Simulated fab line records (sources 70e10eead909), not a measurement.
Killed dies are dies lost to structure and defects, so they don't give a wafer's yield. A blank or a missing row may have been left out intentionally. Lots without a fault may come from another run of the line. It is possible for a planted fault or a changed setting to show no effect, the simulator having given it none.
Code-filled problem report in 8D (eight disciplines) form / flow nandHarc / the parts of the form that need people (team, actions taken, sign-off) are left out

1. WHAT WENT WRONG
runLengthS at NHARC_A_BLC_ETCH_17 reads a mean of 654.2 s on 2 wafers of 2 lots; wafers without a fault read 630.8 s with a standard deviation of 0.46. That is +51 standard deviations from the usual mean.
The step: etches the open film in N2/H2, target depth 390 nm, time 609.38 s.
The first sign was on wafer L992.4 at day 20 03:34, on rieDiel-02. The record has a number at this step for 18 wafers belonging to 6 lots. Rule for "out", or "out of limits": more than 4 standard deviations from the usual mean. Any other wafer with a number is counted as sound.

2. WHAT IT IS; WHAT IT IS NOT
question=which readings at this step | is=runLengthS | is not=drypumpMotorCurrentA, mfcArSccm, oesProductAu
question=which lots | is=L991, L992 | is not=L983, L986, L996, L998
question=which wafers of those lots | is=L991.4, L992.4 | is not=L991.1, L991.6, L992.3, L992.6
question=read on which tools | is=rieDiel-02 | is not=rieDiel-04, rieDiel-06
question=when | is=from day 20 03:34 | is not=up to then (8 sound wafers); but 8 sound wafers of L991, L996, L998 came after

3. SUSPECTS, AND WHAT RULES EACH OUT
Counting: if a tool at a process step up to the reading ran every lot that is out, it stays a suspect. Sound lots after the first of them don't rule it out here, since some wafers of a struck lot are sound.
- rieDiel-02 at NHARC_A_BLC_DESCUM_15 (chemistry O2, time 3 s): kept. It processed each lot that is out (first: L992, day 20 02:52); up to then, its last sound lot is L983 (day 18 00:32).
- rieDiel-02 at NHARC_A_BLC_ETCH_16 (etches the open film in CF4, target depth 39 nm, time 65 s): kept. It processed each lot that is out (first: L992, day 20 03:25); up to then, its last sound lot is L983 (day 18 00:38).
- rieDiel-02 at NHARC_A_BLC_ETCH_17 (etches the open film in N2/H2, target depth 390 nm, time 609.38 s): kept. It processed each lot that is out (first: L992, day 20 03:34); up to then, its last sound lot is L983 (day 18 00:43). Its own runLengthS readings are out on those wafers.
- Within rieDiel-02 at NHARC_A_BLC_DESCUM_15: the wafers that are out ran in chambers 1, 3; their sound lot-mates ran in chamber 0.
- At NHARC_A_BLC_ETCH_16, inside rieDiel-02: chamber 2 took the wafers that are out, while their sound lot-mates went through chambers 0, 3.
- At NHARC_A_BLC_ETCH_17, inside rieDiel-02: chamber 0 took the wafers that are out, while their sound lot-mates went through chambers 2, 3.
Still standing after the count: rieDiel-02 at NHARC_A_BLC_DESCUM_15, rieDiel-02 at NHARC_A_BLC_ETCH_16, rieDiel-02 at NHARC_A_BLC_ETCH_17.

4. THE CAUSE (what the simulator had put in)
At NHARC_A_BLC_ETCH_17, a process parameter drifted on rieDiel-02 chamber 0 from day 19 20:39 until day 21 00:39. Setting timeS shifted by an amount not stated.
After counting, 3 suspects remain, this tool included.

5. THE EFFECT CHAIN, in route order
Each row: a reading where the mean over the struck wafers with a number is more than 3 standard deviations away from the usual. Readings are gone through only where the record gives a usual standard deviation; hours: the median, over the lots, of the time from a lot's start at the first step in this table giving one to that lot's start at this step; sigmas: the change measured in usual standard deviations.
hours=0; step=NHARC_A_BLC_ETCH_17; reading=runLengthS; usual=630.8 s; on struck wafers=654.2; change=+23.5; sigmas=+51
It contains these process steps:
- NHARC_A_BLC_ETCH_17: etches the open film in N2/H2, target depth 390 nm, time 609.38 s.
Later steps that measure or inspect, where all struck wafers having a row at the step show a number for every such reading and not one has moved that far: NHARC_END_SORT_01.

6. HOW IT WOULD HAVE BEEN CAUGHT EARLIER
In this record the first reading out of limits was taken at day 20 03:34, 7 hours after the fault began at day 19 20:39.
